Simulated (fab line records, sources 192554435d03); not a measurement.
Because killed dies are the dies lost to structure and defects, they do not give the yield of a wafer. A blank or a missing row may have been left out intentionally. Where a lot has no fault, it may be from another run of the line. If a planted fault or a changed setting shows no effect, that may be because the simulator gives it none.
fab line records	flow n5-finfet
[record] lots = 24	wafers = 72	last-day = 19
route steps=1938 shown BEOL_M4@1036 BEOL_M5@1130
lots untouched by any fault: they come from a run of this same line in which no faults occurred
start-h: the number of hours between the record's first day and the start of the first shown wafer of the lot	wait-h: hours elapsed since this lot's preceding step	" as in the row above	L1.1+2: one row covering several wafers at once	- no value present, or no start provided	* or withheld: withheld	< > ~ a bound
route shown NAME@n: a module of which the file shows steps, and the number in the route of the first	usual: the fault-free wafers' mean and standard deviation	same: alike in all rows	chamber/n: place in a boat	sites: per-site readings	_std_site: the standard deviation of these	_edge_site: the outer-site mean with the inner-site mean subtracted	radius-mm: how far each site lies from the wafer's centre	mask NAME#n: copy n	behind: the most recent tool/chamber to have shaped the wafer	hold: reason for holding the lot/hours on hold/outcome of the hold	device: the n, p or np transistor that did not switch	end of line: at the end of the route, the tests of the same wafers	step lacking rows: just its recipe	killed: the dies lost at the first sort to structure and to defects; this is not the yield of the wafer	map: shows each die of a wafer: x if killed, . if not, _ if none is there
set.NAME: the setting the step ran with; set.NAME@STEP: the setting that earlier step ran with	model.NAME: the simulator's own value behind a step, which no gauge read
a sample of lots followed through the steps of the route, with each step as a table and each wafer as a row
services: from which hour (start-h, from the record's first day; less than 0 if before it) a tool's chamber was out of use, for how many hours, and why
[[steps]]
[step N5_BEOL_M4_INSPECT_13]
[recipe] mode = adi	inspect-instrument = brightfield
[usual] raw-defect-count = 397/88
lot.wafer	tool	chamber	start-h	wait-h	raw-defect-count
L074.1	defect-inspect-02	-	170.21	0.1	337
L074.5	"	-	"	"	354
L074.6	"	-	"	"	339
L075.2	defect-inspect-02	-	189.13	0.0	337
L075.5	"	-	"	"	385
L075.6	"	-	"	"	389
L076.4	defect-inspect-01	-	192.95	0.0	406
L076.5	"	-	"	"	360
L076.6	"	-	"	"	408
L079.1	defect-inspect-02	-	193.77	0.1	356
L079.3	"	-	"	"	359
L079.4	"	-	"	"	339
L077.1	defect-inspect-01	-	197.10	0.1	419
L077.3	"	-	"	"	412
L077.6	"	-	"	"	356
L078.4	defect-inspect-01	-	198.31	0.0	471
L078.5	"	-	"	"	506
L078.6	"	-	"	"	623
L080.3	defect-inspect-02	-	203.05	0.0	473
L080.4	"	-	"	"	361
L080.5	"	-	"	"	405
L081.2	defect-inspect-01	-	208.91	0.0	609
L081.3	"	-	"	"	334
L081.5	"	-	"	"	432
L083.3	defect-inspect-02	-	219.95	0.0	462
L083.4	"	-	"	"	351
L083.5	"	-	"	"	374
L082.2	defect-inspect-02	-	235.44	0.0	388
L082.3	"	-	"	"	548
L082.6	"	-	"	"	323
L084.1	defect-inspect-02	-	241.63	0.1	388
L084.4	"	-	"	"	389
L084.6	"	-	"	"	282
L086.1	defect-inspect-01	-	245.24	0.1	330
L086.2	"	-	"	"	423
L086.3	"	-	"	"	395
L085.1	defect-inspect-01	-	246.13	0.1	422
L085.4	"	-	"	"	430
L085.6	"	-	"	"	387
L087.1	defect-inspect-01	-	258.41	0.1	393
L087.2	"	-	"	"	365
L087.4	"	-	"	"	373
L088.1	defect-inspect-01	-	260.15	0.1	365
L088.3	"	-	"	"	288
L088.5	"	-	"	"	401
L090.1	defect-inspect-01	-	277.52	0.1	416
L090.2	"	-	"	"	342
L090.6	"	-	"	"	338
L091.2	defect-inspect-01	-	283.40	0.0	536
L091.3	"	-	"	"	598
L091.4	"	-	"	"	322
L089.2	defect-inspect-02	-	283.44	0.0	339
L089.3	"	-	"	"	325
L089.6	"	-	"	"	241
L092.2	defect-inspect-02	-	286.67	0.0	578
L092.4	"	-	"	"	646
L092.6	"	-	"	"	588
L093.1	defect-inspect-01	-	288.15	0.1	383
L093.5	"	-	"	"	484
L093.6	"	-	"	"	430
L094.2	defect-inspect-01	-	296.50	0.0	414
L094.3	"	-	"	"	409
L094.5	"	-	"	"	379
L096.1	defect-inspect-02	-	302.62	0.1	384
L096.3	"	-	"	"	409
L096.5	"	-	"	"	350
L095.1	defect-inspect-02	-	311.15	0.1	364
L095.2	"	-	"	"	428
L095.4	"	-	"	"	543
L097.1	defect-inspect-01	-	330.78	0.1	425
L097.4	"	-	"	"	332
L097.5	"	-	"	"	402
[step N5_BEOL_M4_ALD_98]
[recipe] material = SiO2	target-thk-a = 25	temp-c = 100	ald-precursor-family = BDEAS	ald-co-reactant = O2-plasma	pulse-time-s = 1	co-reactant-pulse-time-s = 1	purge-time-s = 2	co-reactant-purge-time-s = 2	ald-cycles = 17	pressure-torr = 2
[usual] heater-power-w = 77/9.8	precursor-pulse-height-rel = 1.001/0.019	susceptor-temp-C = 99.99/0.11
lot.wafer	tool	chamber	start-h	wait-h	heater-power-w	precursor-pulse-height-rel	susceptor-temp-C
L074.1	ald-sin-02	3	171.88	0.5	85	0.981	99.89
L074.5	"	3	"	"	88	0.994	100.16
L074.6	"	0	"	"	73	1.009	99.79
L075.2	ald-sin-03	1	190.80	0.4	72	1.015	100.04
L075.5	"	3	"	"	65	1.018	100.00
L075.6	"	2	"	"	89	1.003	99.90
L076.4	ald-sin-04	2	194.42	0.0	73	1.011	100.25
L076.5	"	2	"	"	72	0.962	100.01
L076.6	"	1	"	"	79	0.967	100.11
L079.1	ald-sin-04	3	195.17	0.2	63	0.988	100.00
L079.3	"	2	"	"	69	0.999	100.07
L079.4	"	1	"	"	80	1.009	99.97
L077.1	ald-sin-03	2	198.33	0.2	91	1.010	99.93
L077.3	"	1	"	"	71	0.984	99.83
L077.6	"	2	"	"	91	1.005	100.02
L078.4	ald-sin-03	2	199.42	0.1	89	0.981	99.80
L078.5	"	3	"	"	66	0.985	99.97
L078.6	"	0	"	"	95	0.980	100.14
L080.3	ald-sin-03	1	204.13	0.1	74	1.012	100.15
L080.4	"	2	"	"	86	0.977	100.04
L080.5	"	0	"	"	94	1.013	100.13
L081.2	ald-sin-02	3	210.36	0.2	87	0.977	99.88
L081.3	"	1	"	"	77	1.005	99.92
L081.5	"	0	"	"	73	1.042	100.19
L083.3	ald-sin-04	3	221.05	0.1	61	0.991	99.85
L083.4	"	1	"	"	78	1.022	99.95
L083.5	"	2	"	"	75	1.025	99.99
L082.2	ald-sin-02	0	237.45	0.4	74	1.016	100.24
L082.3	"	3	"	"	88	0.980	100.21
L082.6	"	2	"	"	79	0.977	99.90
L084.1	ald-sin-02	3	243.07	0.1	86	0.987	100.03
L084.4	"	1	"	"	75	0.970	99.82
L084.6	"	3	"	"	86	1.007	99.97
L086.1	ald-sin-03	3	246.77	0.1	67	1.029	99.79
L086.2	"	2	"	"	91	0.997	100.08
L086.3	"	1	"	"	74	1.045	100.11
L085.1	ald-sin-02	0	247.59	0.1	74	0.994	100.03
L085.4	"	1	"	"	75	1.022	100.05
L085.6	"	3	"	"	87	0.987	100.10
L087.1	ald-sin-03	2	259.77	0.1	90	1.029	99.95
L087.2	"	0	"	"	91	1.022	100.06
L087.4	"	3	"	"	67	0.999	99.84
L088.1	ald-sin-02	1	261.21	0.1	76	0.997	99.86
L088.3	"	3	"	"	86	0.989	100.11
L088.5	"	3	"	"	85	0.981	100.05
L090.1	ald-sin-02	0	279.13	0.5	75	1.013	100.04
L090.2	"	2	"	"	78	0.991	100.15
L090.6	"	3	"	"	85	1.000	99.91
L091.2	ald-sin-04	1	284.57	0.1	76	0.989	100.04
L091.3	"	0	"	"	63	0.980	100.19
L091.4	"	3	"	"	61	0.997	100.00
L089.2	ald-sin-04	1	284.67	0.1	76	0.966	99.97
L089.3	"	3	"	"	58	1.028	99.83
L089.6	"	1	"	"	76	0.997	100.05
L092.2	ald-sin-02	1	288.36	0.1	78	1.005	99.93
L092.4	"	2	"	"	76	1.010	100.04
L092.6	"	2	"	"	78	0.996	99.99
L093.1	ald-sin-03	1	290.17	0.3	72	1.001	99.82
L093.5	"	2	"	"	88	1.023	99.78
L093.6	"	1	"	"	72	0.976	99.92
L094.2	ald-sin-03	1	297.94	0.1	73	1.038	99.84
L094.3	"	2	"	"	89	1.039	100.04
L094.5	"	0	"	"	93	1.015	99.83
L096.1	ald-sin-04	0	304.24	0.1	64	1.027	100.04
L096.3	"	1	"	"	79	1.011	100.05
L096.5	"	0	"	"	61	0.992	100.02
L095.1	ald-sin-03	0	312.32	0.1	91	1.009	99.99
L095.2	"	2	"	"	89	0.971	100.09
L095.4	"	1	"	"	71	0.960	100.12
L097.1	ald-sin-03	1	332.97	0.1	73	0.987	100.02
L097.4	"	3	"	"	67	0.984	100.19
L097.5	"	3	"	"	65	1.002	100.12
[step N5_BEOL_M4_DEGAS_44]
[recipe] ambient = vacuum	temp-c = 250	time-s = 60
[usual] heater-power-w = 330/36	susceptor-temp-C = 250.02/0.15
lot.wafer	tool	chamber	start-h	wait-h	heater-power-w	susceptor-temp-C
L074.1	pvd-sputter-03	-	174.04	0.3	321	250.20
L074.5	"	-	"	"	312	250.18
L074.6	"	-	"	"	320	249.99
L075.2	pvd-sputter-01	-	192.50	0.5	324	250.00
L075.5	"	-	"	"	302	249.89
L075.6	"	-	"	"	356	250.02
L076.4	pvd-sputter-02	-	198.22	0.3	343	249.90
L076.5	"	-	"	"	344	250.08
L076.6	"	-	"	"	303	249.99
L077.1	pvd-sputter-01	-	203.20	0.4	420	249.95
L077.3	"	-	"	"	317	250.15
L077.6	"	-	"	"	420	249.82
L079.1	pvd-sputter-01	-	203.40	0.6	304	250.31
L079.3	"	-	"	"	411	250.27
L079.4	"	-	"	"	362	250.10
L078.4	pvd-sputter-03	-	203.49	0.6	310	250.02
L078.5	"	-	"	"	340	250.14
L078.6	"	-	"	"	326	250.26
L080.3	pvd-sputter-01	-	208.81	0.2	303	250.04
L080.4	"	-	"	"	338	250.09
L080.5	"	-	"	"	416	249.87
L081.2	pvd-sputter-03	-	212.42	0.2	346	250.25
L081.3	"	-	"	"	312	250.05
L081.5	"	-	"	"	317	249.86
L083.3	pvd-sputter-01	-	230.42	0.2	434	250.01
L083.4	"	-	"	"	333	250.30
L083.5	"	-	"	"	334	250.24
L082.2	pvd-sputter-01	-	238.89	0.2	309	250.11
L082.3	"	-	"	"	418	250.18
L082.6	"	-	"	"	308	250.17
L084.1	pvd-sputter-02	-	248.13	0.6	284	249.92
L084.4	"	-	"	"	299	249.66
L084.6	"	-	"	"	281	250.06
L086.1	pvd-sputter-03	-	255.05	0.2	320	249.93
L086.2	"	-	"	"	338	250.16
L086.3	"	-	"	"	319	250.30
L085.1	pvd-sputter-02	-	255.59	0.1	369	250.00
L085.4	"	-	"	"	292	250.20
L085.6	"	-	"	"	286	249.89
L087.1	pvd-sputter-02	-	261.20	0.5	345	250.01
L087.2	"	-	"	"	299	249.95
L087.4	"	-	"	"	368	250.17
L088.1	pvd-sputter-03	-	264.93	0.2	340	250.15
L088.3	"	-	"	"	321	250.11
L088.5	"	-	"	"	335	250.17
L090.1	pvd-sputter-02	-	283.09	0.4	372	250.38
L090.2	"	-	"	"	283	249.93
L090.6	"	-	"	"	293	249.79
L091.2	pvd-sputter-02	-	287.05	0.2	298	250.23
L091.3	"	-	"	"	277	250.20
L091.4	"	-	"	"	348	249.70
L089.2	pvd-sputter-03	-	287.07	0.0	326	249.86
L089.3	"	-	"	"	333	250.12
L089.6	"	-	"	"	320	249.83
L092.2	pvd-sputter-03	-	293.04	0.3	337	250.14
L092.4	"	-	"	"	316	250.05
L092.6	"	-	"	"	313	250.05
L093.1	pvd-sputter-02	-	293.13	0.3	376	250.46
L093.5	"	-	"	"	365	250.07
L093.6	"	-	"	"	284	250.04
L094.2	pvd-sputter-01	-	311.12	0.4	299	249.72
L094.3	"	-	"	"	352	250.00
L094.5	"	-	"	"	430	250.07
L096.1	pvd-sputter-02	-	314.39	0.3	288	250.19
L096.3	"	-	"	"	383	250.09
L096.5	"	-	"	"	374	250.14
L095.1	pvd-sputter-02	-	314.47	0.3	369	249.95
L095.2	"	-	"	"	288	250.22
L095.4	"	-	"	"	335	249.66
L097.1	pvd-sputter-02	-	336.30	0.1	287	250.04
L097.4	"	-	"	"	376	249.95
L097.5	"	-	"	"	334	250.04
[step N5_BEOL_M4_ANNEAL_49]
[recipe] temp-c = 400	time-s = 240	ambient = vacuum
[usual] heater-power-w = 829/92	susceptor-temp-C = 400.00/0.23	susceptor_temp_C_max = 400.9/0.4
lot.wafer	tool	chamber	start-h	wait-h	heater-power-w	susceptor-temp-C	susceptor_temp_C_max
L074.1	pvd-sputter-02	-	175.84	0.0	864	399.79	401.3
L074.5	"	-	"	"	909	399.96	400.8
L074.6	"	-	"	"	714	399.77	400.4
L075.2	pvd-sputter-03	-	193.58	0.0	771	400.14	401.0
L075.5	"	-	"	"	846	400.08	401.2
L075.6	"	-	"	"	787	400.04	400.8
L076.4	pvd-sputter-02	-	200.22	0.0	702	399.97	400.5
L076.5	"	-	"	"	703	399.84	400.5
L076.6	"	-	"	"	916	399.61	400.4
L077.1	pvd-sputter-01	-	203.98	0.1	770	399.91	401.1
L077.3	"	-	"	"	1076	399.96	400.8
L077.6	"	-	"	"	888	399.75	401.5
L079.1	pvd-sputter-02	-	204.91	0.0	856	400.02	401.6
L079.3	"	-	"	"	701	399.85	400.4
L079.4	"	-	"	"	718	400.27	400.9
L078.4	pvd-sputter-01	-	206.07	0.0	818	400.05	401.0
L078.5	"	-	"	"	878	399.66	401.0
L078.6	"	-	"	"	766	400.12	401.0
L080.3	pvd-sputter-03	-	209.70	0.0	806	400.01	401.1
L080.4	"	-	"	"	766	400.10	400.7
L080.5	"	-	"	"	798	399.48	400.5
L081.2	pvd-sputter-01	-	216.03	0.0	816	399.87	400.8
L081.3	"	-	"	"	883	400.02	401.5
L081.5	"	-	"	"	867	400.02	401.6
L083.3	pvd-sputter-03	-	231.15	0.0	811	400.02	401.0
L083.4	"	-	"	"	813	400.32	401.0
L083.5	"	-	"	"	795	399.63	400.7
L082.2	pvd-sputter-02	-	239.87	0.0	843	399.60	400.8
L082.3	"	-	"	"	712	400.03	400.7
L082.6	"	-	"	"	724	399.85	400.8
L084.1	pvd-sputter-03	-	249.99	0.0	791	400.16	400.9
L084.4	"	-	"	"	807	399.91	401.3
L084.6	"	-	"	"	795	399.81	400.7
L086.1	pvd-sputter-02	-	255.78	0.0	852	399.74	401.1
L086.2	"	-	"	"	925	400.32	401.3
L086.3	"	-	"	"	730	399.72	400.3
L085.1	pvd-sputter-03	-	258.08	0.0	789	400.14	400.8
L085.4	"	-	"	"	793	399.97	400.5
L085.6	"	-	"	"	826	399.62	400.6
L087.1	pvd-sputter-01	-	262.72	0.0	802	399.95	401.0
L087.2	"	-	"	"	867	399.88	401.0
L087.4	"	-	"	"	1055	400.46	401.2
L088.1	pvd-sputter-02	-	265.76	0.0	730	399.65	400.1
L088.3	"	-	"	"	901	400.18	400.9
L088.5	"	-	"	"	689	399.95	400.7
L090.1	pvd-sputter-02	-	284.19	0.0	857	399.90	401.4
L090.2	"	-	"	"	689	400.37	401.0
L090.6	"	-	"	"	822	400.04	401.7
L091.2	pvd-sputter-03	-	287.84	0.0	871	399.93	400.8
L091.3	"	-	"	"	793	399.76	400.4
L091.4	"	-	"	"	809	399.79	400.7
L089.2	pvd-sputter-01	-	287.94	0.0	864	399.75	400.8
L089.3	"	-	"	"	1089	399.95	400.8
L089.6	"	-	"	"	1038	399.70	400.7
L092.2	pvd-sputter-01	-	293.85	0.0	884	399.89	401.1
L092.4	"	-	"	"	784	400.27	401.3
L092.6	"	-	"	"	744	400.37	401.4
L093.1	pvd-sputter-02	-	294.02	0.0	710	399.84	400.5
L093.5	"	-	"	"	832	399.90	401.8
L093.6	"	-	"	"	932	400.09	400.9
L094.2	pvd-sputter-01	-	312.25	0.0	795	400.28	401.5
L094.3	"	-	"	"	745	400.10	401.2
L094.5	"	-	"	"	802	400.46	401.3
L096.1	pvd-sputter-02	-	315.04	0.0	722	400.03	400.6
L096.3	"	-	"	"	857	400.39	401.7
L096.5	"	-	"	"	853	400.08	401.5
L095.1	pvd-sputter-01	-	315.22	0.0	783	400.28	401.3
L095.2	"	-	"	"	816	399.58	400.5
L095.4	"	-	"	"	891	399.98	401.8
L097.1	pvd-sputter-02	-	337.22	0.0	722	399.94	400.7
L097.4	"	-	"	"	858	400.07	402.4
L097.5	"	-	"	"	846	400.28	401.4
[step N5_BEOL_M4_ANNEAL_82]
[recipe] temp-c = 400	time-s = 240	ambient = vacuum
[usual] heater-power-w = 830/92	susceptor-temp-C = 399.99/0.23	susceptor_temp_C_max = 400.9/0.41
lot.wafer	tool	chamber	start-h	wait-h	heater-power-w	susceptor-temp-C	susceptor_temp_C_max
L074.1	pvd-sputter-02	-	176.28	0.0	867	399.95	401.5
L074.5	"	-	"	"	944	399.87	401.1
L074.6	"	-	"	"	702	399.72	400.4
L075.2	pvd-sputter-03	-	194.02	0.0	808	399.64	400.3
L075.5	"	-	"	"	838	399.99	400.7
L075.6	"	-	"	"	793	400.13	400.9
L076.4	pvd-sputter-02	-	200.66	0.0	708	399.93	400.5
L076.5	"	-	"	"	714	399.93	400.6
L076.6	"	-	"	"	929	400.37	401.1
L077.1	pvd-sputter-01	-	204.49	0.0	743	400.31	401.5
L077.3	"	-	"	"	1036	399.92	401.0
L077.6	"	-	"	"	860	399.94	401.4
L079.1	pvd-sputter-02	-	205.35	0.0	832	400.04	401.3
L079.3	"	-	"	"	718	400.13	400.6
L079.4	"	-	"	"	690	399.92	400.3
L078.4	pvd-sputter-01	-	206.56	0.0	821	400.34	401.2
L078.5	"	-	"	"	900	399.98	401.4
L078.6	"	-	"	"	765	400.46	401.5
L080.3	pvd-sputter-03	-	210.14	0.0	819	399.98	400.8
L080.4	"	-	"	"	802	399.56	400.1
L080.5	"	-	"	"	813	399.82	400.9
L081.2	pvd-sputter-01	-	216.53	0.0	839	400.10	400.9
L081.3	"	-	"	"	893	400.01	401.6
L081.5	"	-	"	"	897	399.88	401.3
L083.3	pvd-sputter-03	-	231.59	0.0	792	400.02	400.9
L083.4	"	-	"	"	797	399.84	400.2
L083.5	"	-	"	"	792	400.08	401.0
L082.2	pvd-sputter-02	-	240.31	0.0	861	400.02	401.5
L082.3	"	-	"	"	702	400.05	400.6
L082.6	"	-	"	"	711	399.78	400.4
L084.1	pvd-sputter-03	-	250.43	0.0	797	399.73	400.6
L084.4	"	-	"	"	804	399.67	400.6
L084.6	"	-	"	"	819	399.68	400.6
L086.1	pvd-sputter-02	-	256.22	0.0	865	400.53	401.9
L086.2	"	-	"	"	965	400.24	400.9
L086.3	"	-	"	"	717	400.30	401.1
L085.1	pvd-sputter-03	-	258.52	0.0	788	399.92	400.7
L085.4	"	-	"	"	792	400.24	400.8
L085.6	"	-	"	"	769	400.10	400.7
L087.1	pvd-sputter-01	-	263.21	0.0	826	400.14	401.1
L087.2	"	-	"	"	879	399.85	401.5
L087.4	"	-	"	"	1022	400.49	401.7
L088.1	pvd-sputter-02	-	266.20	0.0	724	400.30	400.9
L088.3	"	-	"	"	931	399.85	400.9
L088.5	"	-	"	"	716	399.94	400.6
L090.1	pvd-sputter-02	-	284.63	0.0	840	399.94	401.5
L090.2	"	-	"	"	719	400.11	400.8
L090.6	"	-	"	"	842	400.03	401.8
L091.2	pvd-sputter-03	-	288.28	0.0	847	400.23	401.2
L091.3	"	-	"	"	804	400.28	400.8
L091.4	"	-	"	"	797	400.07	401.1
L089.2	pvd-sputter-01	-	288.43	0.0	903	399.77	401.3
L089.3	"	-	"	"	1029	399.79	400.5
L089.6	"	-	"	"	1077	400.02	401.0
L092.2	pvd-sputter-01	-	294.34	0.0	906	400.21	401.7
L092.4	"	-	"	"	777	400.03	401.1
L092.6	"	-	"	"	759	399.81	400.7
L093.1	pvd-sputter-02	-	294.46	0.0	733	400.36	401.1
L093.5	"	-	"	"	850	399.87	401.3
L093.6	"	-	"	"	925	399.78	401.0
L094.2	pvd-sputter-01	-	312.74	0.0	810	399.87	400.8
L094.3	"	-	"	"	759	400.27	401.5
L094.5	"	-	"	"	807	399.88	401.2
L096.1	pvd-sputter-02	-	315.48	0.0	719	399.99	400.6
L096.3	"	-	"	"	866	399.44	401.0
L096.5	"	-	"	"	861	400.03	401.4
L095.1	pvd-sputter-01	-	315.71	0.0	754	400.20	401.1
L095.2	"	-	"	"	798	399.95	400.8
L095.4	"	-	"	"	895	399.71	400.8
L097.1	pvd-sputter-02	-	337.66	0.0	707	399.88	400.9
L097.4	"	-	"	"	868	400.08	401.3
L097.5	"	-	"	"	855	399.77	401.0
[step N5_BEOL_M5_ETCH_72]
[recipe] chemistry = N2/H2	target = underlayer	target-depth-a = 65	mask-material = CAR-EUV	time-s = 5.2	ion-energy-ev = 200	pressure-mtorr = 30	source-w = 840	bias-w = 150	n2-flow-sccm = 200	h2-flow-sccm = 200	ends = cleared
[usual] drypump-motor-current-A = 5.5/0.47	etch-rf-on-time-s = 5.18/0.17	oes-product-au = 0.69/0.075	rf-vpp-V = 523.6/2.7	showerhead-plenum-p-Torr = 2.53/0.086	throttle-valve-pct = 17.8/0.31
lot.wafer	tool	chamber	start-h	wait-h	drypump-motor-current-A	etch-rf-on-time-s	oes-product-au	rf-hours-counter-h	rf-vpp-V	showerhead-plenum-p-Torr	throttle-valve-pct
L074.1	rie-diel-01	2	181.53	0.0	5.5	5.27	0.79	24	524.6	2.47	17.6
L074.5	"	3	"	"	5.6	4.87	0.82	-	525.9	2.57	17.3
L074.6	"	1	"	"	5.1	5.38	0.62	-	520.2	2.42	18.2
L075.2	rie-diel-01	0	199.35	0.0	5.3	5.20	0.82	5	529.1	2.70	17.7
L075.5	"	2	"	"	5.4	5.30	0.77	-	523.3	2.47	17.6
L075.6	"	3	"	"	5.6	4.97	0.80	-	525.5	2.57	17.3
L076.4	rie-diel-04	3	208.93	0.0	6.4	5.09	0.64	153	523.8	2.56	18.3
L076.5	"	3	"	"	6.4	5.05	0.64	-	525.7	2.56	18.3
L076.6	"	0	"	"	5.3	5.14	0.78	-	525.4	2.59	17.9
L077.1	rie-diel-03	2	209.65	0.0	5.1	5.19	0.68	112	522.5	2.57	17.9
L077.3	"	0	"	"	5.0	5.15	0.80	32	528.7	2.67	17.4
L077.6	"	0	"	"	5.0	5.19	0.78	-	525.8	2.67	17.4
L079.1	rie-diel-04	1	210.33	0.0	5.7	5.06	0.68	145	523.9	2.53	17.8
L079.3	"	2	"	"	4.7	5.45	0.59	217	520.0	2.43	18.0
L079.4	"	0	"	"	5.3	5.07	0.78	24	525.1	2.59	17.9
L078.4	rie-diel-04	1	212.68	0.0	5.7	5.03	0.68	146	525.3	2.53	17.8
L078.5	"	2	"	"	4.8	5.42	0.59	-	519.9	2.43	18.1
L078.6	"	1	"	"	5.6	5.06	0.67	-	524.8	2.53	17.8
L080.3	rie-diel-01	1	219.05	0.0	5.1	5.38	0.62	170	522.5	2.41	18.2
L080.4	"	0	"	"	5.3	5.16	0.80	11	528.1	2.70	17.7
L080.5	"	2	"	"	5.5	5.34	0.75	-	522.0	2.47	17.6
L081.2	rie-diel-04	3	222.53	0.0	6.4	5.08	0.64	156	523.7	2.56	18.3
L081.3	"	0	"	"	5.3	5.10	0.79	27	525.2	2.59	17.9
L081.5	"	1	"	"	5.6	5.07	0.68	-	522.6	2.53	17.8
L083.3	rie-diel-01	2	236.77	0.0	5.4	5.38	0.76	-	521.1	2.46	17.6
L083.4	"	1	"	"	5.1	5.47	0.61	-	519.6	2.41	18.2
L083.5	"	1	"	"	5.1	5.45	0.61	-	519.3	2.41	18.2
L082.2	rie-diel-01	0	245.80	0.0	5.4	5.20	0.78	16	527.4	2.70	17.7
L082.3	"	2	"	"	5.5	5.38	0.75	47	524.4	2.46	17.6
L082.6	"	1	"	"	5.1	5.43	0.61	-	523.2	2.41	18.2
L084.1	rie-diel-04	2	256.31	0.0	4.7	5.42	0.58	234	521.3	2.42	18.1
L084.4	"	1	"	"	5.7	5.10	0.67	162	522.3	2.52	17.8
L084.6	"	3	"	"	6.4	5.05	0.64	-	524.2	2.55	18.3
L086.1	rie-diel-04	2	261.90	0.0	4.7	5.35	0.59	237	522.3	2.42	18.1
L086.2	"	3	"	"	6.4	5.05	0.63	171	525.4	2.55	18.3
L086.3	"	0	"	"	5.2	5.13	0.76	42	524.2	2.58	17.9
L085.1	rie-diel-04	2	265.46	0.0	4.7	5.45	0.57	239	521.3	2.42	18.1
L085.4	"	0	"	"	5.3	5.12	0.75	43	526.0	2.58	17.9
L085.6	"	1	"	"	5.7	5.13	0.66	-	523.0	2.52	17.8
L087.1	rie-diel-01	2	268.52	0.0	5.5	5.31	0.73	58	521.6	2.46	17.6
L087.2	"	1	"	"	5.1	5.40	0.60	195	519.9	2.40	18.2
L087.4	"	0	"	"	5.3	5.07	0.76	27	529.2	2.70	17.8
L088.1	rie-diel-04	2	271.85	0.0	4.8	5.49	0.57	241	519.8	2.42	18.1
L088.3	"	1	"	"	5.7	5.14	0.64	170	522.8	2.52	17.8
L088.5	"	3	"	"	6.4	5.12	0.62	-	523.9	2.55	18.3
L090.1	rie-diel-04	0	290.15	0.0	5.3	5.09	0.75	54	524.3	2.58	17.9
L090.2	"	2	"	"	4.7	5.51	0.57	250	519.4	2.42	18.1
L090.6	"	1	"	"	5.7	5.11	0.65	-	522.3	2.52	17.9
L091.2	rie-diel-04	1	294.02	0.0	5.7	5.12	0.65	179	524.9	2.51	17.8
L091.3	"	0	"	"	5.3	5.14	0.74	55	524.1	2.58	17.9
L091.4	"	0	"	"	5.3	5.07	0.75	-	521.5	2.58	17.9
L089.2	rie-diel-03	0	294.32	0.0	5.0	5.17	0.76	44	527.7	2.66	17.4
L089.3	"	1	"	"	5.6	4.97	0.62	218	524.0	2.51	18.2
L089.6	"	0	"	"	5.0	5.17	0.77	-	528.6	2.66	17.4
L093.1	rie-diel-01	3	301.63	0.0	5.6	4.85	0.77	45	523.9	2.56	17.3
L093.5	"	1	"	"	5.1	5.44	0.59	-	518.5	2.40	18.2
L093.6	"	2	"	"	5.5	5.29	0.72	-	521.3	2.45	17.6
L092.2	rie-diel-03	0	301.83	0.0	5.0	5.19	0.75	46	527.1	2.66	17.4
L092.4	"	2	"	"	5.1	5.18	0.68	127	524.6	2.56	17.9
L092.6	"	0	"	"	5.0	5.17	0.76	-	530.0	2.66	17.4
L094.2	rie-diel-01	2	319.34	0.0	5.4	5.30	0.71	77	522.9	2.45	17.6
L094.3	"	0	"	"	5.3	5.05	0.75	45	528.9	2.69	17.8
L094.5	"	3	"	"	5.6	4.88	0.76	-	525.9	2.56	17.3
L096.1	rie-diel-01	0	320.25	0.0	5.4	5.10	0.74	45	529.0	2.69	17.8
L096.3	"	2	"	"	5.5	5.34	0.72	77	519.6	2.45	17.7
L096.5	"	3	"	"	5.6	4.89	0.75	-	521.8	2.56	17.3
L095.1	rie-diel-01	2	320.81	0.0	5.4	5.34	0.71	77	522.9	2.45	17.6
L095.2	"	3	"	"	5.6	4.91	0.75	51	524.9	2.56	17.3
L095.4	"	1	"	"	5.1	5.39	0.60	214	522.9	2.40	18.3
L097.1	rie-diel-04	1	343.31	0.0	5.6	5.24	0.63	192	523.0	2.51	17.9
L097.4	"	2	"	"	4.8	5.36	0.80	8	530.6	2.74	17.6
L097.5	"	3	"	"	6.4	5.11	0.61	-	522.8	2.54	18.3
[[services]]
tool	chamber	start-h	hours	kind
rie-diel-04	0	152.81	8.1	repair
rie-diel-01	0	153.30	-	clean
rie-diel-01	0	153.30	-	consumable-replace:focus-ring
rie-diel-01	0	153.30	-	consumable-replace:showerhead
rie-diel-01	0	153.30	29.5	scheduled-down
rie-diel-04	-	167.56	0.5	repair
ald-sin-02	-	191.13	14.6	pm
ald-sin-02	0	210.93	13.8	repair
rie-diel-01	0	223.37	15.1	repair
rie-diel-01	3	232.64	22.4	repair
rie-diel-03	-	244.35	28.1	pm
ald-sin-04	-	268.38	14.0	pm
ald-sin-03	-	286.36	0.8	pm
ald-sin-04	0	291.09	2.0	repair
rie-diel-04	2	292.60	-	clean
rie-diel-04	2	292.60	-	consumable-replace:focus-ring
rie-diel-04	2	292.60	-	consumable-replace:showerhead
rie-diel-04	2	292.60	22.2	scheduled-down
rie-diel-04	2	292.60	22.2	vent-cycle
ald-sin-04	2	299.66	12.2	repair
ald-sin-03	-	299.70	6.1	pm
rie-diel-03	-	302.43	0.1	repair
rie-diel-04	-	305.71	4.3	pm
rie-diel-01	-	311.69	0.4	repair
[[key]]
fault none
